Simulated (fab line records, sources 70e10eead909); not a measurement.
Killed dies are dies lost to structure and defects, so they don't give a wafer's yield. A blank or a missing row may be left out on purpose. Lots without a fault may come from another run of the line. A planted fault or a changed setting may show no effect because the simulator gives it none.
Chamber matching | flow nand_harc | NHARC_A_CHANNEL_FILL_D1_CMP_10 on cmp-03: 4 sister chambers
The step polishes, target thk 150 nm. 4 wafers are shown with their chamber, then 10 later ones without.

WAFERS WITH THEIR CHAMBER
wafer  | chamber | motor_current_A (A)
L086.1 | 3       | 10.3
L087.5 | 1       | 12.8
L087.6 | 2       | 11.4
L089.5 | 0       | 13.3

WAFERS WITHOUT THEIR CHAMBER
wafer  | motor_current_A (A)
L089.6 | 11.2
L090.1 | 13.6
L090.3 | 11.5
L090.5 | 13.0
L092.1 | 11.1
L092.2 | 10.6
L092.4 | 13.4
L097.1 | 13.5
L097.2 | 10.7
L097.4 | 11.1

WHICH CHAMBER EACH WENT THROUGH
wafer  | from the rows above     | in truth
L089.6 | 2                       | 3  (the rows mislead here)
L090.1 | can't be placed: 0 or 1 | 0
L090.3 | 2                       | 2
L090.5 | can't be placed: 1 or 0 | 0
L092.1 | can't be placed: 2 or 3 | 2
L092.2 | can't be placed: 3 or 2 | 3
L092.4 | can't be placed: 0 or 1 | 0
L097.1 | can't be placed: 0 or 1 | 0
L097.2 | can't be placed: 3 or 2 | 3
L097.4 | can't be placed: 2 or 3 | 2
Placed correctly: 1 of 10. Can't be placed from these rows: 8 (the true chamber is among the candidates in 8). Placed wrongly: 1.
How it was worked out, from the rows above alone: a wafer's distance from a chamber is the root of the sum, over the readings, of the square of ((its reading less the chamber's mean) divided by the reading's scatter). The wafer belongs to the nearest chamber; if the next one is less than 2 further off, it can't be placed. A chamber's mean is the mean of its shown wafers. The scatter: with one shown wafer a chamber, the root of the mean of the squares of how far each hidden wafer lies from its nearest shown one.
